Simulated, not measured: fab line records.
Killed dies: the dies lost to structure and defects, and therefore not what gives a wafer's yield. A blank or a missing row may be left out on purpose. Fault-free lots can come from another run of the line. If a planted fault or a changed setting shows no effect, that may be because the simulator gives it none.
Matching of chambers || flow n5 finfet || 4 sister chambers for N5_BEOL_M6_STRIP_67 on rie diel-01
The step strips in CF4. 14 wafers are shown with their chamber, then 7 later ones without.

== WAFERS, EACH WITH ITS CHAMBER ==
{"wafer": "L832.2", "chamber": 0, "drypump motor current A (A)": 5.5, "showerhead plenum p Torr (Torr)": 1.84, "throttle valve pct (%)": 13.78}
{"wafer": "L832.3", "chamber": 3, "drypump motor current A (A)": 5.7, "showerhead plenum p Torr (Torr)": 1.81, "throttle valve pct (%)": 13.58}
{"wafer": "L832.4", "chamber": 1, "drypump motor current A (A)": 6.1, "showerhead plenum p Torr (Torr)": 1.87, "throttle valve pct (%)": 13.44}
{"wafer": "L831.4", "chamber": 0, "drypump motor current A (A)": 5.5, "showerhead plenum p Torr (Torr)": 1.84, "throttle valve pct (%)": 13.79}
{"wafer": "L831.5", "chamber": 3, "drypump motor current A (A)": 5.7, "showerhead plenum p Torr (Torr)": 1.81, "throttle valve pct (%)": 13.59}
{"wafer": "L831.6", "chamber": 0, "drypump motor current A (A)": 5.5, "showerhead plenum p Torr (Torr)": 1.84, "throttle valve pct (%)": 13.80}
{"wafer": "L836.1", "chamber": 0, "drypump motor current A (A)": 5.5, "showerhead plenum p Torr (Torr)": 1.84, "throttle valve pct (%)": 13.83}
{"wafer": "L836.4", "chamber": 2, "drypump motor current A (A)": 5.8, "showerhead plenum p Torr (Torr)": 1.82, "throttle valve pct (%)": 12.94}
{"wafer": "L836.5", "chamber": 1, "drypump motor current A (A)": 6.0, "showerhead plenum p Torr (Torr)": 1.86, "throttle valve pct (%)": 13.47}
{"wafer": "L842.3", "chamber": 2, "drypump motor current A (A)": 5.8, "showerhead plenum p Torr (Torr)": 1.81, "throttle valve pct (%)": 13.01}
{"wafer": "L842.5", "chamber": 2, "drypump motor current A (A)": 5.8, "showerhead plenum p Torr (Torr)": 1.81, "throttle valve pct (%)": 13.02}
{"wafer": "L842.6", "chamber": 3, "drypump motor current A (A)": 5.7, "showerhead plenum p Torr (Torr)": 1.80, "throttle valve pct (%)": 13.65}
{"wafer": "L845.2", "chamber": 2, "drypump motor current A (A)": 5.9, "showerhead plenum p Torr (Torr)": 1.81, "throttle valve pct (%)": 13.02}
{"wafer": "L845.3", "chamber": 0, "drypump motor current A (A)": 5.5, "showerhead plenum p Torr (Torr)": 1.83, "throttle valve pct (%)": 13.26}

SIGNATURES (means of the wafers above)
{"reading": "drypump motor current A", "chamber 0": 5.500, "chamber 1": 6.050, "chamber 2": 5.825, "chamber 3": 5.700, "scatter within a chamber": 0.0354}
{"reading": "showerhead plenum p Torr", "chamber 0": 1.8380, "chamber 1": 1.8650, "chamber 2": 1.8125, "chamber 3": 1.8067, "scatter within a chamber": 0.00521}
{"reading": "throttle valve pct", "chamber 0": 13.6920, "chamber 1": 13.4550, "chamber 2": 12.9975, "chamber 3": 13.6067, "scatter within a chamber": 0.156}
Rule: for each reading, subtract the chamber's mean from the wafer's reading, divide by that reading's scatter and square the result; add these up over the readings and take the root, which gives the wafer's distance from the chamber. If the next closest chamber is less than 2 further off than the closest, the wafer can't be placed; otherwise it belongs to the closest. The scatter: the root of (the sum of the squares of (reading less its chamber's mean) over the shown wafers, divided by (wafers less chambers)).

== WAFERS WITH NO CHAMBER GIVEN ==
{"wafer": "L845.6", "drypump motor current A (A)": 5.5, "showerhead plenum p Torr (Torr)": 1.83, "throttle valve pct (%)": 13.26}
{"wafer": "L844.1", "drypump motor current A (A)": 5.7, "showerhead plenum p Torr (Torr)": 1.80, "throttle valve pct (%)": 13.68}
{"wafer": "L844.3", "drypump motor current A (A)": 5.9, "showerhead plenum p Torr (Torr)": 1.81, "throttle valve pct (%)": 13.01}
{"wafer": "L844.4", "drypump motor current A (A)": 6.0, "showerhead plenum p Torr (Torr)": 1.86, "throttle valve pct (%)": 13.53}
{"wafer": "L851.1", "drypump motor current A (A)": 5.5, "showerhead plenum p Torr (Torr)": 1.83, "throttle valve pct (%)": 13.29}
{"wafer": "L851.5", "drypump motor current A (A)": 6.1, "showerhead plenum p Torr (Torr)": 1.85, "throttle valve pct (%)": 13.56}
{"wafer": "L851.6", "drypump motor current A (A)": 5.8, "showerhead plenum p Torr (Torr)": 1.81, "throttle valve pct (%)": 13.04}

== THE CHAMBER EACH PASSED THROUGH ==
{"wafer": "L845.6", "from the rows above": 0, "in truth": 0}
{"wafer": "L844.1", "from the rows above": 3, "in truth": 3}
{"wafer": "L844.3", "from the rows above": 2, "in truth": 2}
{"wafer": "L844.4", "from the rows above": 1, "in truth": 1}
{"wafer": "L851.1", "from the rows above": 0, "in truth": 0}
{"wafer": "L851.5", "from the rows above": 1, "in truth": 1}
{"wafer": "L851.6", "from the rows above": 2, "in truth": 2}
Placed correctly: 7 of 7. Can't be placed from these rows: 0. Wrongly placed: 0.
